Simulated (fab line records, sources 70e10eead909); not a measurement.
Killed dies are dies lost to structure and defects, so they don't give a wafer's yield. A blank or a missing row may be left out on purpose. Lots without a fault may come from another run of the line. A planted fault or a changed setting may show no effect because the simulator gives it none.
Which tool did it? | flow nand_harc | 24 lots, 72 wafers sampled, at 6 steps of a route of 1159

WHAT THE GAUGES READ, wafer by wafer
NHARC_A_CONTACT_CD_MEAS_69: target cd 200 nm.
lot  | measured     | on        | cd_nm (nm)
L075 | day 16 19:19 | cd_sem-03 | 199.5 199.7 199.9
L074 | day 16 20:52 | cd_sem-01 | 200.4 200.5 200.2
L076 | day 17 00:29 | cd_sem-01 | 200.0 200.1 200.5
L077 | day 17 01:55 | cd_sem-01 | 199.8 199.4 199.5
L079 | day 18 06:40 | cd_sem-01 | 200.6 200.0 200.0
L080 | day 18 08:22 | cd_sem-01 | 199.9 200.4 199.8
L078 | day 18 03:31 | cd_sem-03 | 199.3 199.5 199.5
L083 | day 18 18:46 | cd_sem-02 | 200.1 199.9 199.7
L082 | day 18 16:55 | cd_sem-03 | 199.7 200.4 199.4
L081 | day 18 22:45 | cd_sem-03 | 200.7 200.5 200.2
L086 | day 19 09:47 | cd_sem-03 | 201.0 200.1 200.5
L084 | day 19 12:09 | cd_sem-01 | 200.0 199.8 200.6
L085 | day 19 18:31 | cd_sem-01 | 200.6 200.7 200.4
L087 | day 19 23:34 | cd_sem-02 | 200.6 200.3 200.5
L089 | day 20 03:58 | cd_sem-01 | 200.6 199.8 199.9
L088 | day 20 04:35 | cd_sem-01 | 199.9 200.0 199.8
L090 | day 20 23:22 | cd_sem-01 | 199.6 199.6 199.7
L093 | day 21 01:29 | cd_sem-01 | 200.6 200.2 200.9
L091 | day 21 07:53 | cd_sem-03 | 200.0 200.2 200.7
L094 | day 21 20:13 | cd_sem-01 | 200.0 199.8 200.1
L092 | day 22 00:49 | cd_sem-01 | 200.6 200.1 199.7
L095 | day 22 01:29 | cd_sem-01 | 200.1 199.9 200.8
L096 | day 22 06:17 | cd_sem-02 | 199.7 199.9 199.6
L097 | day 22 12:02 | cd_sem-03 | 200.3 199.4 200.3

WHICH TOOL RAN EACH LOT (tool, then ch and the chambers of the sampled wafers, then the start)
lot  | NHARC_A_WL_FILL_STRIP_29           | NHARC_A_WL_FILL_CMP_12        | NHARC_A_CONTACT_DEP_24          | NHARC_A_CONTACT_ETCH_116             | NHARC_A_CONTACT_ETCH_121
L075 | rie_diel-10 ch 0,2, day 15 12:26   | cmp-02 ch 0,2,3, day 15 23:39 | pecvd-01 ch 1,2, day 16 00:13   | har_cap_etch-01 ch 0,1, day 16 09:06 | har_cap_etch-01 ch 0,1, day 16 09:33
L074 | rie_diel-13 ch 0,1,2, day 15 15:36 | cmp-02 ch 1,2, day 16 04:07   | pecvd-03 ch 0,2, day 16 04:49   | har_cap_etch-01 ch 0,1, day 16 12:49 | har_cap_etch-01 ch 0,1, day 16 13:16
L076 | rie_diel-03 ch 0,1, day 15 22:17   | cmp-03 ch 0,3, day 16 08:59   | pecvd-03 ch 0,2, day 16 09:30   | har_cap_etch-03 ch 0,1, day 16 18:40 | har_cap_etch-03 ch 0,1, day 16 19:07
L077 | rie_diel-03 ch 0,1,2, day 15 22:19 | cmp-01 ch 0,2,3, day 16 09:13 | pecvd-01 ch 1,2, day 16 09:48   | har_cap_etch-02 ch 0,1, day 16 19:31 | har_cap_etch-02 ch 0,1, day 16 19:59
L079 | rie_diel-13 ch 0,1, day 17 03:59   | cmp-01 ch 0,3, day 17 15:25   | pecvd-03 ch 0,2, day 17 16:05   | har_cap_etch-01 ch 0,1, day 17 22:24 | har_cap_etch-01 ch 0,1, day 17 22:51
L080 | rie_diel-03 ch 0,1,2, day 17 04:00 | cmp-03 ch 0,2, day 17 19:34   | pecvd-03 ch 1,2, day 17 20:19   | har_cap_etch-03 ch 0,1, day 18 01:50 | har_cap_etch-03 ch 0,1, day 18 02:18
L078 | rie_diel-10 ch 0,2,3, day 17 04:02 | cmp-02 ch 0,2,3, day 17 15:20 | pecvd-01 ch 0,1,2, day 17 15:54 | har_cap_etch-02 ch 0,1, day 17 21:26 | har_cap_etch-02 ch 0,1, day 17 21:53
L083 | rie_diel-10 ch 1,2, day 17 17:01   | cmp-01 ch 0,1, day 18 06:24   | pecvd-03 ch 0,1,2, day 18 06:57 | har_cap_etch-01 ch 0,1, day 18 13:10 | har_cap_etch-01 ch 0,1, day 18 13:37
L082 | rie_diel-13 ch 0,1,2, day 17 17:28 | cmp-03 ch 0,1,2, day 18 04:07 | pecvd-01 ch 0,1, day 18 04:46   | har_cap_etch-02 ch 0,1, day 18 11:02 | har_cap_etch-02 ch 0,1, day 18 11:29
L081 | rie_diel-10 ch 1,2,3, day 17 20:45 | cmp-03 ch 0,1,2, day 18 11:46 | pecvd-02 ch 0,2, day 18 12:23   | har_cap_etch-03 ch 1, day 18 17:59   | har_cap_etch-03 ch 1, day 18 18:26
L086 | rie_diel-03 ch 0,2,3, day 18 11:02 | cmp-02 ch 1,2, day 18 22:36   | pecvd-02 ch 0,1,2, day 18 23:16 | har_cap_etch-02 ch 0,1, day 19 04:34 | har_cap_etch-02 ch 0,1, day 19 05:01
L084 | rie_diel-13 ch 0,2,3, day 18 13:43 | cmp-01 ch 0,1,3, day 19 00:49 | pecvd-02 ch 1,2, day 19 01:19   | har_cap_etch-03 ch 0, day 19 07:17   | har_cap_etch-03 ch 0, day 19 07:44
L085 | rie_diel-03 ch 1,2,3, day 18 18:47 | cmp-02 ch 2,3, day 19 05:48   | pecvd-01 ch 0,2, day 19 06:31   | har_cap_etch-01 ch 0,1, day 19 12:02 | har_cap_etch-01 ch 0,1, day 19 12:29
L087 | rie_diel-10 ch 1,2,3, day 18 22:28 | cmp-03 ch 0,1,2, day 19 09:05 | pecvd-02 ch 0,2, day 19 09:37   | har_cap_etch-02 ch 0,1, day 19 17:07 | har_cap_etch-02 ch 0,1, day 19 17:34
L089 | rie_diel-03 ch 1,2,3, day 19 03:43 | cmp-02 ch 1,2, day 19 15:59   | pecvd-02 ch 1,2, day 19 16:33   | har_cap_etch-03 ch 0,1, day 19 23:00 | har_cap_etch-03 ch 0,1, day 19 23:27
L088 | rie_diel-13 ch 0,3, day 19 03:43   | cmp-01 ch 1,2, day 19 16:14   | pecvd-01 ch 0,1, day 19 16:47   | har_cap_etch-02 ch 0, day 19 23:42   | har_cap_etch-02 ch 0, day 20 00:09
L090 | rie_diel-13 ch 2,3, day 19 20:32   | cmp-03 ch 1,3, day 20 09:49   | pecvd-03 ch 0,1,2, day 20 10:23 | har_cap_etch-01 ch 1, day 20 17:08   | har_cap_etch-01 ch 1, day 20 17:35
L093 | rie_diel-10 ch 0,2, day 19 20:35   | cmp-03 ch 2,3, day 20 11:55   | pecvd-01 ch 0,1,2, day 20 12:26 | har_cap_etch-02 ch 0,1, day 20 20:17 | har_cap_etch-02 ch 0,1, day 20 20:44
L091 | rie_diel-10 ch 1,2, day 20 05:21   | cmp-01 ch 0,1, day 20 17:31   | pecvd-02 ch 0,2, day 20 18:05   | har_cap_etch-03 ch 1, day 20 23:49   | har_cap_etch-03 ch 1, day 21 00:25
L094 | rie_diel-03 ch 1,2,3, day 20 15:28 | cmp-01 ch 0,2,3, day 21 07:03 | pecvd-01 ch 0,1,2, day 21 07:44 | har_cap_etch-01 ch 0,1, day 21 14:38 | har_cap_etch-01 ch 0,1, day 21 15:05
L092 | rie_diel-13 ch 0,2,3, day 20 15:38 | cmp-02 ch 0,2, day 21 11:18   | pecvd-03 ch 0,2, day 21 11:50   | har_cap_etch-02 ch 0,1, day 21 17:41 | har_cap_etch-02 ch 0,1, day 21 18:08
L095 | rie_diel-13 ch 0,1,3, day 20 18:32 | cmp-02 ch 0,2,3, day 21 14:15 | pecvd-02 ch 0,1, day 21 14:46   | har_cap_etch-01 ch 0,1, day 21 20:38 | har_cap_etch-01 ch 0,1, day 21 21:05
L096 | rie_diel-13 ch 0,2,3, day 21 01:50 | cmp-01 ch 0,1,3, day 21 19:25 | pecvd-03 ch 0,1, day 21 20:01   | har_cap_etch-02 ch 0,1, day 22 01:22 | har_cap_etch-02 ch 0,1, day 22 01:49
L097 | rie_diel-10 ch 0,1,3, day 21 09:55 | cmp-03 ch 1,2,3, day 22 00:35 | pecvd-02 ch 0,2, day 22 01:08   | har_cap_etch-01 ch 0,1, day 22 06:38 | har_cap_etch-01 ch 0,1, day 22 07:05
- NHARC_A_WL_FILL_STRIP_29: strips in O2, time 20 s.
- NHARC_A_WL_FILL_CMP_12: polishes, t overpolish 30 s, target thk 75 nm.
- NHARC_A_CONTACT_DEP_24: deposits SiO2, target thk 500 nm.
- NHARC_A_CONTACT_ETCH_116: etches the open film in C4F8/O2/Ar, time 94 s, target depth 922 nm.
- NHARC_A_CONTACT_ETCH_121: etches the open film in C4F8/O2/Ar, time 94 s, target depth 922 nm.

WHAT THE TOOLS THEMSELVES READ (means of the sampled wafers that have a number; where no wafer has one, the mark that the record gives instead)
NHARC_A_WL_FILL_STRIP_29.
lot  | tool        | chamber_pressure_mTorr (mTorr) | drypump_motor_current_A (A) | oes_product_au (a.u.) | rf_vpp_V (V) | showerhead_plenum_p_Torr (Torr) | throttle_valve_pct (%)
L075 | rie_diel-10 | 59.98                          | 5.39                        | 1.001                 | 57.5         | 3.48                            | 17.033
L074 | rie_diel-13 | 60.00                          | 5.43                        | 0.997                 | 57.3         | 3.45                            | 17.041
L076 | rie_diel-03 | 60.00                          | 5.27                        | 0.996                 | 57.5         | 3.41                            | 17.037
L077 | rie_diel-03 | 60.00                          | 5.38                        | 0.994                 | 57.4         | 3.36                            | 17.035
L079 | rie_diel-13 | 59.96                          | 5.50                        | 0.993                 | 58.1         | 3.52                            | 17.038
L080 | rie_diel-03 | 60.02                          | 5.38                        | 0.994                 | 57.0         | 3.35                            | 17.041
L078 | rie_diel-10 | 59.98                          | 5.58                        | 1.000                 | 58.1         | 3.49                            | 17.037
L083 | rie_diel-10 | 59.99                          | 5.40                        | 0.999                 | 57.5         | 3.40                            | 17.034
L082 | rie_diel-13 | 59.96                          | 5.43                        | 0.994                 | 58.1         | 3.45                            | 17.023
L081 | rie_diel-10 | 60.06                          | 5.64                        | 0.997                 | 57.0         | 3.41                            | 17.028
L086 | rie_diel-03 | 60.01                          | 5.30                        | 1.001                 | 57.1         | 3.47                            | 17.038
L084 | rie_diel-13 | 60.03                          | 5.52                        | 1.004                 | 58.3         | 3.47                            | 17.031
L085 | rie_diel-03 | 60.00                          | 5.53                        | 0.999                 | 57.4         | 3.41                            | 17.037
L087 | rie_diel-10 | 59.96                          | 5.61                        | 0.996                 | 58.2         | 3.41                            | 17.037
L089 | rie_diel-03 | 60.00                          | 5.50                        | 1.002                 | 57.9         | 3.41                            | 17.036
L088 | rie_diel-13 | 60.01                          | 5.70                        | 0.987                 | 57.9         | 3.56                            | 17.031
L090 | rie_diel-13 | 59.97                          | 5.37                        | 0.995                 | 57.7         | 3.44                            | 17.041
L093 | rie_diel-10 | 59.97                          | 5.40                        | 0.993                 | 57.9         | 3.47                            | 17.035
L091 | rie_diel-10 | 60.01                          | 5.43                        | 0.991                 | 57.1         | 3.39                            | 17.033
L094 | rie_diel-03 | 59.99                          | 5.51                        | 0.995                 | 57.0         | 3.41                            | 17.036
L092 | rie_diel-13 | 59.90                          | 5.52                        | 1.000                 | 58.3         | 3.47                            | 17.046
L095 | rie_diel-13 | 60.02                          | 5.60                        | 1.000                 | 58.0         | 3.54                            | 17.031
L096 | rie_diel-13 | 59.94                          | 5.53                        | 0.999                 | 57.7         | 3.47                            | 17.036
L097 | rie_diel-10 | 59.97                          | 5.85                        | 0.999                 | 58.9         | 3.57                            | 17.027

NHARC_A_WL_FILL_CMP_12.
lot  | tool   | motor_current_A (A) | overpolish_run_s (s) | retaining_ring_pressure_frac | time_to_endpoint_s (s)
L075 | cmp-02 | 12.6                | 30.006               | 1.000                        | 16.0
L074 | cmp-02 | 13.7                | 30.001               | 1.000                        | 16.4
L076 | cmp-03 | 13.6                | 30.004               | 0.999                        | 12.0
L077 | cmp-01 | 11.5                | 30.004               | 1.003                        | 15.3
L079 | cmp-01 | 12.4                | 30.008               | 1.001                        | 18.4
L080 | cmp-03 | 11.0                | 29.984               | 0.997                        | 16.2
L078 | cmp-02 | 12.2                | 29.986               | 0.998                        | 14.7
L083 | cmp-01 | 11.9                | 30.001               | 1.000                        | 15.9
L082 | cmp-03 | 11.9                | 30.001               | 0.997                        | 16.9
L081 | cmp-03 | 11.4                | 29.992               | 1.003                        | 16.0
L086 | cmp-02 | 13.8                | 29.994               | 0.998                        | 15.4
L084 | cmp-01 | 11.7                | 30.000               | 0.999                        | 16.1
L085 | cmp-02 | 12.3                | 29.998               | 1.000                        | 18.4
L087 | cmp-03 | 11.7                | 29.997               | 1.005                        | 16.7
L089 | cmp-02 | 14.1                | 30.001               | 1.004                        | 14.7
L088 | cmp-01 | 11.0                | 29.999               | 1.001                        | 14.8
L090 | cmp-03 | 13.8                | 30.000               | 0.998                        | 14.1
L093 | cmp-03 | 12.1                | 29.996               | 1.005                        | 15.0
L091 | cmp-01 | 12.2                | 29.990               | 0.998                        | 15.2
L094 | cmp-01 | 11.6                | 29.994               | 0.999                        | 14.4
L092 | cmp-02 | 13.2                | 30.003               | 1.000                        | 15.6
L095 | cmp-02 | 12.5                | 29.999               | 1.000                        | 14.9
L096 | cmp-01 | 12.4                | 29.998               | 1.001                        | 16.5
L097 | cmp-03 | 12.7                | 30.012               | 0.998                        | 14.5

NHARC_A_CONTACT_DEP_24.
lot  | tool     | heater_power_w (W) | throttle_valve_pct (%)
L075 | pecvd-01 | 532                | 16.2
L074 | pecvd-03 | 510                | 16.2
L076 | pecvd-03 | 468                | 16.1
L077 | pecvd-01 | 579                | 16.7
L079 | pecvd-03 | 480                | 16.1
L080 | pecvd-03 | 592                | 15.7
L078 | pecvd-01 | 550                | 16.3
L083 | pecvd-03 | 528                | 16.1
L082 | pecvd-01 | 597                | 15.9
L081 | pecvd-02 | 640                | 15.9
L086 | pecvd-02 | 645                | 15.8
L084 | pecvd-02 | 686                | 15.9
L085 | pecvd-01 | 552                | 15.9
L087 | pecvd-02 | 603                | 16.0
L089 | pecvd-02 | 617                | 15.9
L088 | pecvd-01 | 523                | 15.6
L090 | pecvd-03 | 542                | 16.0
L093 | pecvd-01 | 574                | 16.0
L091 | pecvd-02 | 608                | 16.1
L094 | pecvd-01 | 585                | 15.8
L092 | pecvd-03 | 545                | 15.6
L095 | pecvd-02 | 487                | 16.1
L096 | pecvd-03 | 449                | 15.3
L097 | pecvd-02 | 655                | 16.1

NHARC_A_CONTACT_ETCH_116.
lot  | tool            | chamber_pressure_mTorr (mTorr) | oes_air_line_au (a.u.)
L075 | har_cap_etch-01 | 19.998                         | 0.988
L074 | har_cap_etch-01 | 20.015                         | 0.999
L076 | har_cap_etch-03 | 20.004                         | 0.997
L077 | har_cap_etch-02 | 19.997                         | 1.010
L079 | har_cap_etch-01 | 19.985                         | 0.987
L080 | har_cap_etch-03 | 20.004                         | 0.987
L078 | har_cap_etch-02 | 19.986                         | 0.984
L083 | har_cap_etch-01 | 20.004                         | 1.023
L082 | har_cap_etch-02 | 19.994                         | 1.016
L081 | har_cap_etch-03 | 19.996                         | 0.993
L086 | har_cap_etch-02 | 19.996                         | 1.016
L084 | har_cap_etch-03 | 20.009                         | 0.999
L085 | har_cap_etch-01 | 20.018                         | 0.997
L087 | har_cap_etch-02 | 20.005                         | 1.015
L089 | har_cap_etch-03 | 19.997                         | 0.978
L088 | har_cap_etch-02 | 20.002                         | 1.011
L090 | har_cap_etch-01 | 20.003                         | 1.021
L093 | har_cap_etch-02 | 19.995                         | 1.005
L091 | har_cap_etch-03 | 19.996                         | 0.970
L094 | har_cap_etch-01 | 20.014                         | 0.995
L092 | har_cap_etch-02 | 20.003                         | 1.015
L095 | har_cap_etch-01 | 20.005                         | 1.006
L096 | har_cap_etch-02 | 20.017                         | 1.004
L097 | har_cap_etch-01 | 20.019                         | 1.003

NHARC_A_CONTACT_ETCH_121.
lot  | tool            | chamber_pressure_mTorr (mTorr) | oes_air_line_au (a.u.)
L075 | har_cap_etch-01 | 20.018                         | 1.007
L074 | har_cap_etch-01 | 20.022                         | 0.986
L076 | har_cap_etch-03 | 19.999                         | 0.984
L077 | har_cap_etch-02 | 20.004                         | 1.003
L079 | har_cap_etch-01 | 20.015                         | 0.999
L080 | har_cap_etch-03 | 20.003                         | 1.005
L078 | har_cap_etch-02 | 19.993                         | 1.018
L083 | har_cap_etch-01 | 19.990                         | 1.013
L082 | har_cap_etch-02 | 19.990                         | 1.000
L081 | har_cap_etch-03 | 19.995                         | 0.997
L086 | har_cap_etch-02 | 20.010                         | 1.007
L084 | har_cap_etch-03 | 20.012                         | 0.989
L085 | har_cap_etch-01 | 19.983                         | 0.999
L087 | har_cap_etch-02 | 20.008                         | 1.013
L089 | har_cap_etch-03 | 20.007                         | 1.006
L088 | har_cap_etch-02 | 19.989                         | 1.012
L090 | har_cap_etch-01 | 19.999                         | 0.996
L093 | har_cap_etch-02 | 20.015                         | 0.996
L091 | har_cap_etch-03 | 19.995                         | 0.999
L094 | har_cap_etch-01 | 19.979                         | 1.007
L092 | har_cap_etch-02 | 19.988                         | 0.998
L095 | har_cap_etch-01 | 19.999                         | 0.992
L096 | har_cap_etch-02 | 20.008                         | 0.996
L097 | har_cap_etch-01 | 20.003                         | 1.000

THE ANSWER, worked out from the rows above alone
Rule: what is usual is taken from the lots themselves. Put in order of their means at a reading, lots are off if they are a third of the lots or fewer, leave a main group of 4 or more, and stand apart from it by a gap of 3 or more times the standard deviation of the main group's means; of several such gaps the widest counts. A main group whose means are all the same, to the digits that the tables above print for the reading, isn't used. A lot without any number at a reading at which 4 lots or more have one is off too. The other lots that the step has rows for count as sound. The gauges are gone through in route order, then the tools' own readings, and for those a lot's mean is taken as printed above. The first step at which some lot is off is used, and at that step the reading that is off furthest; a lot without a number counts as furthest.
No lot is off at any reading shown: from this, nothing can be told.

WHAT THE SIMULATOR HAD PUT IN
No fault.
